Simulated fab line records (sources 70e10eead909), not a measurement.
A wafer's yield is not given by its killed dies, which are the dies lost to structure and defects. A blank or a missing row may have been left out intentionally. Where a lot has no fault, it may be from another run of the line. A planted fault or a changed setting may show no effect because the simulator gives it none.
What tool caused it? | flow nand-harc | Sampling: 22 lots, 66 wafers, 6 of 1302 route steps

WHAT THE GAUGES SHOWED, per wafer
No reading from a measuring or inspecting step in the record can be judged against a usual standard deviation.

WHICH TOOL RAN EACH LOT (tool, then ch and the chambers of the sampled wafers, then the start)
lot  | NHARC_A_STAIRCASE_ETCH_225                    | NHARC_A_STAIRCASE_TRIM_233                    | NHARC_A_STAIRCASE_DESCUM_270       | NHARC_A_STAIRCASE_HM_OPEN_463                 | NHARC_A_STAIRCASE_ETCH_453                    | NHARC_A_STAIRCASE_ALD_420
L074 | rie-diel-09 ch 0,1, day 16 08:05 or earlier   | rie-diel-08 ch 0,2, day 16 08:05 or earlier   | rie-diel-02 ch 2,3, day 16 08:05   | rie-diel-08 ch 0,3, day 17 09:20 or earlier   | rie-diel-08 ch 0,1, day 17 09:20 or earlier   | ald-hk-01 ch 0,1,2, day 17 09:20
L075 | rie-diel-08 ch 0,1,2, day 17 05:07 or earlier | rie-diel-02 ch 0,1,2, day 17 05:07 or earlier | rie-diel-09 ch 0,1,2, day 17 05:07 | rie-diel-08 ch 0,1,3, day 18 03:24 or earlier | rie-diel-08 ch 0,1,3, day 18 03:24 or earlier | ald-hk-02 ch 0,1,2, day 18 03:24
L076 | rie-diel-02 ch 1,2,3, day 17 13:59 or earlier | rie-diel-02 ch 0,2,3, day 17 13:59 or earlier | rie-diel-09 ch 0,1,3, day 17 13:59 | rie-diel-08 ch 0,2,3, day 18 10:53 or earlier | rie-diel-08 ch 0,2,3, day 18 10:53 or earlier | ald-hk-02 ch 0,1,3, day 18 10:53
L077 | rie-diel-02 ch 0,1,2, day 18 12:26 or earlier | rie-diel-08 ch 1,2,3, day 18 12:26 or earlier | rie-diel-08 ch 0,1,3, day 18 12:26 | rie-diel-02 ch 0,2,3, day 19 09:56 or earlier | rie-diel-02 ch 1,2,3, day 19 09:56 or earlier | ald-hk-01 ch 0,1,2, day 19 09:56
L080 | rie-diel-08 ch 0,2,3, day 18 15:01 or earlier | rie-diel-09 ch 0,2,3, day 18 15:01 or earlier | rie-diel-08 ch 0,1,3, day 18 15:01 | rie-diel-09 ch 0,3, day 19 12:05 or earlier   | rie-diel-09 ch 1,3, day 19 12:05 or earlier   | ald-hk-04 ch 0,1,2, day 19 12:05
L078 | rie-diel-08 ch 1,3, day 18 20:31 or earlier   | rie-diel-09 ch 0,3, day 18 20:31 or earlier   | rie-diel-09 ch 0,1, day 18 20:31   | rie-diel-02 ch 1,2,3, day 19 19:47 or earlier | rie-diel-02 ch 0,1,2, day 19 19:47 or earlier | ald-hk-04 ch 1,2,3, day 19 19:47
L079 | rie-diel-08 ch 1,2,3, day 19 00:10 or earlier | rie-diel-08 ch 0,1,3, day 19 00:10 or earlier | rie-diel-09 ch 0,1, day 19 00:10   | rie-diel-02 ch 1,2, day 20 02:57 or earlier   | rie-diel-02 ch 0,1,3, day 20 02:57 or earlier | ald-hk-02 ch 0,1,2, day 20 02:57
L081 | rie-diel-08 ch 0,2,3, day 19 16:30 or earlier | rie-diel-02 ch 0,1,2, day 19 16:30 or earlier | rie-diel-09 ch 0,1,3, day 19 16:30 | rie-diel-09 ch 1,3, day 20 11:23 or earlier   | rie-diel-09 ch 0,2, day 20 11:23 or earlier   | ald-hk-02 ch 0,1,2, day 20 11:23
L082 | rie-diel-02 ch 0,1,3, day 19 20:22 or earlier | rie-diel-09 ch 0,2,3, day 19 20:22 or earlier | rie-diel-09 ch 0,3, day 19 20:22   | rie-diel-02 ch 1,2,3, day 20 14:49 or earlier | rie-diel-02 ch 0,1,3, day 20 14:49 or earlier | ald-hk-04 ch 1,3, day 20 14:49
L083 | rie-diel-08 ch 0,3, day 20 09:28 or earlier   | rie-diel-02 ch 2,3, day 20 09:28 or earlier   | rie-diel-09 ch 2,3, day 20 09:28   | rie-diel-02 ch 1,3, day 21 05:06 or earlier   | rie-diel-02 ch 0,1, day 21 05:06 or earlier   | ald-hk-04 ch 0,1,3, day 21 05:06
L085 | rie-diel-08 ch 0,3, day 20 23:12 or earlier   | rie-diel-02 ch 0,3, day 20 23:12 or earlier   | rie-diel-02 ch 1,2,3, day 20 23:12 | rie-diel-08 ch 0,1,3, day 22 04:23 or earlier | rie-diel-08 ch 0,1,3, day 22 04:23 or earlier | ald-hk-02 ch 0,1, day 22 04:23
L084 | rie-diel-08 ch 0,2,3, day 20 23:34 or earlier | rie-diel-09 ch 0,2, day 20 23:34 or earlier   | rie-diel-02 ch 0,1,3, day 20 23:34 | rie-diel-02 ch 0,1,2, day 21 19:18 or earlier | rie-diel-02 ch 0,2,3, day 21 19:18 or earlier | ald-hk-04 ch 0,1,2, day 21 19:18
L087 | rie-diel-08 ch 0,1,3, day 21 22:08 or earlier | rie-diel-09 ch 1,2,3, day 21 22:08 or earlier | rie-diel-02 ch 1,3, day 21 22:08   | rie-diel-08 ch 1,2, day 22 20:02 or earlier   | rie-diel-08 ch 2,3, day 22 20:02 or earlier   | ald-hk-02 ch 1,3, day 22 20:02
L089 | rie-diel-02 ch 1,2,3, day 22 20:24 or earlier | rie-diel-02 ch 0,3, day 22 20:24 or earlier   | rie-diel-08 ch 0,1,2, day 22 20:24 | rie-diel-02 ch 2,3, day 23 14:46 or earlier   | rie-diel-02 ch 1,2, day 23 14:46 or earlier   | ald-hk-01 ch 0,1, day 23 14:46
L090 | rie-diel-02 ch 0,1,2, day 23 04:29 or earlier | rie-diel-02 ch 0,2,3, day 23 04:29 or earlier | rie-diel-09 ch 0,1,3, day 23 04:29 | rie-diel-09 ch 1,2,3, day 23 23:01 or earlier | rie-diel-09 ch 0,1,2, day 23 23:01 or earlier | ald-hk-04 ch 0,1,3, day 23 23:01
L092 | rie-diel-09 ch 0,3, day 23 17:58 or earlier   | rie-diel-02 ch 1,2,3, day 23 17:58 or earlier | rie-diel-02 ch 0,1, day 23 17:58   | rie-diel-02 ch 0,1, day 24 22:42 or earlier   | rie-diel-02 ch 1,2,3, day 24 22:42 or earlier | ald-hk-02 ch 1,2, day 24 22:42
L091 | rie-diel-08 ch 1,2,3, day 23 20:16 or earlier | rie-diel-08 ch 1,2,3, day 23 20:16 or earlier | rie-diel-09 ch 2,3, day 23 20:16   | rie-diel-09 ch 1,2, day 25 01:09 or earlier   | rie-diel-09 ch 1,2,3, day 25 01:09 or earlier | ald-hk-01 ch 0,1,2, day 25 01:09
L093 | rie-diel-02 ch 0,2,3, day 24 11:55 or earlier | rie-diel-02 ch 0,2, day 24 11:55 or earlier   | rie-diel-02 ch 0,1, day 24 11:55   | rie-diel-09 ch 1,2,3, day 25 16:52 or earlier | rie-diel-09 ch 0,2, day 25 16:52 or earlier   | ald-hk-02 ch 1,3, day 25 16:52
L094 | rie-diel-02 ch 0,2, day 24 12:10 or earlier   | rie-diel-09 ch 1,2,3, day 24 12:10 or earlier | rie-diel-08 ch 1,2, day 24 12:10   | rie-diel-09 ch 0,1,2, day 25 19:09 or earlier | rie-diel-09 ch 0,1,2, day 25 19:09 or earlier | ald-hk-01 ch 0,1,3, day 25 19:09
L095 | rie-diel-02 ch 0,3, day 25 06:06 or earlier   | rie-diel-02 ch 2,3, day 25 06:06 or earlier   | rie-diel-02 ch 1,2,3, day 25 06:06 | rie-diel-08 ch 1,2, day 26 09:24 or earlier   | rie-diel-08 ch 0,1,2, day 26 09:24 or earlier | ald-hk-02 ch 1,2,3, day 26 09:24
L096 | rie-diel-08 ch 1,2,3, day 25 08:01 or earlier | rie-diel-08 ch 1,2, day 25 08:01 or earlier   | rie-diel-08 ch 1,2,3, day 25 08:01 | rie-diel-09 ch 0,1, day 26 09:24 or earlier   | rie-diel-09 ch 0,1, day 26 09:24 or earlier   | ald-hk-04 ch 0,3, day 26 09:24
L097 | rie-diel-08 ch 1,2,3, day 26 05:31 or earlier | rie-diel-09 ch 1,2,3, day 26 05:31 or earlier | rie-diel-09 ch 0,1,3, day 26 05:31 | rie-diel-08 ch 0,1,3, day 27 04:34 or earlier | rie-diel-08 ch 0,1,3, day 27 04:34 or earlier | ald-hk-01 ch 0,1,3, day 27 04:34
- NHARC_A_STAIRCASE_ETCH_225: etches the open film in C4F8/O2, target depth 100 nm, time 40.5 s.
- NHARC_A_STAIRCASE_TRIM_233: chemistry O2, time 211.2 s.
- NHARC_A_STAIRCASE_DESCUM_270: chemistry O2, time 3 s.
- NHARC_A_STAIRCASE_HM_OPEN_463: chemistry O2/COS.
- NHARC_A_STAIRCASE_ETCH_453: etches the open film in CF4/O2, target depth 30 nm, overetch 3 nm, time 16.5 s.
- NHARC_A_STAIRCASE_ALD_420: deposits SiO2, target thk 20 nm, pulse time 6 s, ald cycles 200.

WHAT THE TOOLS THEMSELVES READ (means of the sampled wafers that have a number; where no wafer has one, the mark that the record gives instead)
NHARC_A_STAIRCASE_ETCH_225.
lot  | tool        | oes-product-au (a.u.) | rf-vpp-V (V)
L074 | rie-diel-09 | 0.951                 | 899
L075 | rie-diel-08 | 0.940                 | 892
L076 | rie-diel-02 | 0.954                 | 898
L077 | rie-diel-02 | 0.946                 | 897
L080 | rie-diel-08 | 0.946                 | 889
L078 | rie-diel-08 | 0.948                 | 893
L079 | rie-diel-08 | 0.940                 | 891
L081 | rie-diel-08 | 0.948                 | 889
L082 | rie-diel-02 | 0.959                 | 902
L083 | rie-diel-08 | 0.941                 | 888
L085 | rie-diel-08 | 0.944                 | 887
L084 | rie-diel-08 | 0.948                 | 889
L087 | rie-diel-08 | 0.946                 | 890
L089 | rie-diel-02 | 0.942                 | 897
L090 | rie-diel-02 | 0.945                 | 896
L092 | rie-diel-09 | 0.948                 | 888
L091 | rie-diel-08 | 0.945                 | 891
L093 | rie-diel-02 | 0.943                 | 899
L094 | rie-diel-02 | 0.941                 | 895
L095 | rie-diel-02 | 0.950                 | 904
L096 | rie-diel-08 | 0.957                 | 898
L097 | rie-diel-08 | 0.929                 | 897

NHARC_A_STAIRCASE_TRIM_233.
lot  | tool        | drypump-motor-current-A (A) | oes-product-au (a.u.) | rf-vpp-V (V) | showerhead-plenum-p-Torr (Torr) | throttle-valve-pct (%)
L074 | rie-diel-08 | 5.3                         | 1.005                 | 57.5         | 3.38                            | 17.038
L075 | rie-diel-02 | 6.0                         | 1.005                 | 57.3         | 3.57                            | 17.030
L076 | rie-diel-02 | 6.1                         | 1.014                 | 58.2         | 3.65                            | 17.043
L077 | rie-diel-08 | 6.0                         | 0.999                 | 57.6         | 3.43                            | 17.043
L080 | rie-diel-09 | 5.6                         | 1.000                 | 57.3         | 3.48                            | 17.039
L078 | rie-diel-09 | 6.0                         | 1.000                 | 57.4         | 3.32                            | 17.039
L079 | rie-diel-08 | 5.8                         | 0.995                 | 58.0         | 3.38                            | 17.036
L081 | rie-diel-02 | 6.0                         | 0.996                 | 58.0         | 3.56                            | 17.045
L082 | rie-diel-09 | 5.6                         | 1.001                 | 57.6         | 3.47                            | 17.034
L083 | rie-diel-02 | 6.2                         | 0.994                 | 58.3         | 3.53                            | 17.028
L085 | rie-diel-02 | 6.3                         | 1.000                 | 58.6         | 3.76                            | 17.033
L084 | rie-diel-09 | 5.2                         | 0.997                 | 57.4         | 3.50                            | 17.038
L087 | rie-diel-09 | 5.8                         | 1.014                 | 58.3         | 3.58                            | 17.034
L089 | rie-diel-02 | 6.0                         | 0.995                 | 57.9         | 3.73                            | 17.026
L090 | rie-diel-02 | 6.1                         | 0.996                 | 58.0         | 3.63                            | 17.038
L092 | rie-diel-02 | 6.3                         | 1.005                 | 58.2         | 3.55                            | 17.036
L091 | rie-diel-08 | 5.9                         | 0.998                 | 57.5         | 3.40                            | 17.033
L093 | rie-diel-02 | 5.8                         | 1.010                 | 58.8         | 3.60                            | 17.040
L094 | rie-diel-09 | 5.8                         | 1.005                 | 58.1         | 3.57                            | 17.045
L095 | rie-diel-02 | 6.4                         | 1.002                 | 56.7         | 3.63                            | 17.023
L096 | rie-diel-08 | 5.9                         | 0.994                 | 57.5         | 3.48                            | 17.040
L097 | rie-diel-09 | 5.8                         | 1.002                 | 57.4         | 3.56                            | 17.035

NHARC_A_STAIRCASE_DESCUM_270.
lot  | tool        | drypump-motor-current-A (A) | oes-product-au (a.u.) | rf-vpp-V (V) | showerhead-plenum-p-Torr (Torr) | throttle-valve-pct (%)
L074 | rie-diel-02 | 6.4                         | 1.007                 | 58.8         | 1.99                            | 11.310
L075 | rie-diel-09 | 5.4                         | 0.997                 | 57.8         | 1.97                            | 11.313
L076 | rie-diel-09 | 5.8                         | 0.998                 | 56.7         | 1.88                            | 11.297
L077 | rie-diel-08 | 5.8                         | 0.997                 | 56.9         | 1.83                            | 11.318
L080 | rie-diel-08 | 5.8                         | 1.000                 | 57.4         | 1.83                            | 11.305
L078 | rie-diel-09 | 5.4                         | 1.005                 | 58.1         | 1.89                            | 11.306
L079 | rie-diel-09 | 5.5                         | 0.991                 | 58.0         | 1.96                            | 11.312
L081 | rie-diel-09 | 5.8                         | 0.994                 | 57.3         | 1.88                            | 11.306
L082 | rie-diel-09 | 5.6                         | 1.001                 | 56.8         | 1.81                            | 11.309
L083 | rie-diel-09 | 5.6                         | 1.001                 | 58.5         | 1.95                            | 11.306
L085 | rie-diel-02 | 6.2                         | 1.001                 | 57.8         | 1.93                            | 11.318
L084 | rie-diel-02 | 6.2                         | 1.000                 | 58.0         | 2.00                            | 11.319
L087 | rie-diel-02 | 6.4                         | 1.005                 | 58.7         | 2.00                            | 11.304
L089 | rie-diel-08 | 5.5                         | 1.004                 | 57.6         | 1.84                            | 11.312
L090 | rie-diel-09 | 5.8                         | 1.004                 | 58.1         | 1.87                            | 11.297
L092 | rie-diel-02 | 5.8                         | 1.012                 | 57.8         | 1.98                            | 11.309
L091 | rie-diel-09 | 5.7                         | 1.009                 | 58.2         | 1.94                            | 11.313
L093 | rie-diel-02 | 6.0                         | 1.005                 | 57.4         | 1.94                            | 11.317
L094 | rie-diel-08 | 5.7                         | 0.996                 | 57.4         | 1.86                            | 11.314
L095 | rie-diel-02 | 6.2                         | 1.012                 | 58.5         | 1.92                            | 11.319
L096 | rie-diel-08 | 6.0                         | 0.993                 | 57.7         | 1.94                            | 11.318
L097 | rie-diel-09 | 5.8                         | 1.002                 | 57.8         | 1.86                            | 11.307

NHARC_A_STAIRCASE_HM_OPEN_463.
lot  | tool        | cos-flow-sccm (sccm) | drypump-motor-current-A (A) | oes-product-au (a.u.) | rf-vpp-V (V) | showerhead-plenum-p-Torr (Torr) | throttle-valve-pct (%)
L074 | rie-diel-08 | 20.00                | 5.8                         | 1.004                 | 463          | 2.92                            | 28.334
L075 | rie-diel-08 | 19.93                | 5.8                         | 1.004                 | 464          | 2.99                            | 28.333
L076 | rie-diel-08 | 20.04                | 5.5                         | 0.993                 | 463          | 2.95                            | 28.334
L077 | rie-diel-02 | 19.99                | 6.1                         | 0.998                 | 470          | 3.23                            | 28.337
L080 | rie-diel-09 | 20.03                | 5.6                         | 1.002                 | 464          | 2.96                            | 28.324
L078 | rie-diel-02 | 20.01                | 6.3                         | 1.005                 | 468          | 3.16                            | 28.326
L079 | rie-diel-02 | 20.02                | 6.0                         | 0.995                 | 465          | 3.05                            | 28.330
L081 | rie-diel-09 | 20.03                | 6.2                         | 1.000                 | 466          | 3.04                            | 28.328
L082 | rie-diel-02 | 20.01                | 6.2                         | 1.000                 | 467          | 3.16                            | 28.328
L083 | rie-diel-02 | 19.98                | 6.5                         | 1.003                 | 469          | 3.26                            | 28.326
L085 | rie-diel-08 | 20.04                | 5.8                         | 1.002                 | 465          | 2.98                            | 28.325
L084 | rie-diel-02 | 19.99                | 6.0                         | 0.998                 | 467          | 3.14                            | 28.339
L087 | rie-diel-08 | 19.95                | 5.9                         | 1.006                 | 467          | 3.08                            | 28.333
L089 | rie-diel-02 | 20.05                | 6.4                         | 0.997                 | 469          | 3.22                            | 28.327
L090 | rie-diel-09 | 19.96                | 5.8                         | 1.005                 | 468          | 3.16                            | 28.323
L092 | rie-diel-02 | 19.97                | 6.0                         | 1.006                 | 468          | 3.15                            | 28.332
L091 | rie-diel-09 | 19.95                | 5.4                         | 0.992                 | 471          | 3.29                            | 28.326
L093 | rie-diel-09 | 20.00                | 5.8                         | 0.994                 | 467          | 3.16                            | 28.331
L094 | rie-diel-09 | 20.00                | 5.4                         | 1.001                 | 468          | 3.18                            | 28.328
L095 | rie-diel-08 | 19.96                | 5.7                         | 0.992                 | 465          | 3.04                            | 28.332
L096 | rie-diel-09 | 19.96                | 5.4                         | 0.995                 | 466          | 3.06                            | 28.327
L097 | rie-diel-08 | 19.97                | 5.8                         | 0.987                 | 470          | 3.28                            | 28.327

NHARC_A_STAIRCASE_ETCH_453.
lot  | tool        | drypump-motor-current-A (A) | oes-product-au (a.u.) | rf-vpp-V (V) | showerhead-plenum-p-Torr (Torr) | throttle-valve-pct (%)
L074 | rie-diel-08 | 5.3                         | 0.995                 | 197.0        | 1.27                            | 13.403
L075 | rie-diel-08 | 5.8                         | 0.995                 | 196.6        | 1.28                            | 13.402
L076 | rie-diel-08 | 5.5                         | 1.000                 | 196.0        | 1.26                            | 13.399
L077 | rie-diel-02 | 6.2                         | 1.005                 | 199.1        | 1.35                            | 13.400
L080 | rie-diel-09 | 6.0                         | 1.002                 | 198.2        | 1.36                            | 13.395
L078 | rie-diel-02 | 5.9                         | 1.004                 | 197.7        | 1.35                            | 13.393
L079 | rie-diel-02 | 6.1                         | 1.008                 | 199.1        | 1.39                            | 13.400
L081 | rie-diel-09 | 5.2                         | 1.002                 | 198.8        | 1.37                            | 13.400
L082 | rie-diel-02 | 6.1                         | 1.009                 | 198.8        | 1.39                            | 13.395
L083 | rie-diel-02 | 6.0                         | 0.994                 | 198.0        | 1.36                            | 13.394
L085 | rie-diel-08 | 5.8                         | 0.999                 | 196.4        | 1.27                            | 13.397
L084 | rie-diel-02 | 6.1                         | 1.000                 | 198.3        | 1.38                            | 13.391
L087 | rie-diel-08 | 5.7                         | 1.005                 | 196.8        | 1.27                            | 13.393
L089 | rie-diel-02 | 6.0                         | 1.000                 | 197.2        | 1.30                            | 13.392
L090 | rie-diel-09 | 5.4                         | 1.003                 | 198.2        | 1.37                            | 13.395
L092 | rie-diel-02 | 6.2                         | 1.003                 | 198.1        | 1.34                            | 13.394
L091 | rie-diel-09 | 5.8                         | 0.990                 | 197.5        | 1.35                            | 13.411
L093 | rie-diel-09 | 5.2                         | 0.998                 | 198.1        | 1.36                            | 13.398
L094 | rie-diel-09 | 5.4                         | 0.997                 | 198.4        | 1.36                            | 13.395
L095 | rie-diel-08 | 5.5                         | 0.995                 | 197.2        | 1.35                            | 13.401
L096 | rie-diel-09 | 5.4                         | 1.001                 | 196.9        | 1.31                            | 13.403
L097 | rie-diel-08 | 5.8                         | 1.001                 | 198.8        | 1.40                            | 13.404

NHARC_A_STAIRCASE_ALD_420.
lot  | tool      | heater-power-w (W) | precursor-pulse-height-rel
L074 | ald-hk-01 | 461                | 0.991
L075 | ald-hk-02 | 516                | 0.988
L076 | ald-hk-02 | 509                | 0.981
L077 | ald-hk-01 | 466                | 0.987
L080 | ald-hk-04 | 435                | 1.006
L078 | ald-hk-04 | 444                | 0.999
L079 | ald-hk-02 | 515                | 1.009
L081 | ald-hk-02 | 516                | 1.021
L082 | ald-hk-04 | 444                | 1.002
L083 | ald-hk-04 | 435                | 0.988
L085 | ald-hk-02 | 519                | 0.993
L084 | ald-hk-04 | 441                | 0.998
L087 | ald-hk-02 | 495                | 0.990
L089 | ald-hk-01 | 470                | 1.019
L090 | ald-hk-04 | 438                | 1.004
L092 | ald-hk-02 | 491                | 0.997
L091 | ald-hk-01 | 451                | 1.002
L093 | ald-hk-02 | 506                | 0.991
L094 | ald-hk-01 | 434                | 1.004
L095 | ald-hk-02 | 500                | 0.974
L096 | ald-hk-04 | 421                | 1.014
L097 | ald-hk-01 | 438                | 1.011

THE ANSWER, worked out from the rows above alone
Rule: what is usual is taken from the lots themselves. Put in order of their means at a reading, lots are off if they are a third of the lots or fewer, leave a main group of 4 or more, and stand apart from it by a gap of 3 or more times the standard deviation of the main group's means; of several such gaps the widest counts. Not used: any main group whose means are identical at the precision the tables above print for the reading. A lot without any number at a reading at which 4 lots or more have one is off too. The other lots that the step has rows for count as sound. First the gauges in route order, then the tools' own readings, where a lot's mean is used as printed above. At the first step where some lot is off, the reading lying furthest off is the one used; lots without a number count as furthest.
Nothing can be told from this: no lot is off at any reading shown.

WHAT THE SIMULATOR HAD PUT IN
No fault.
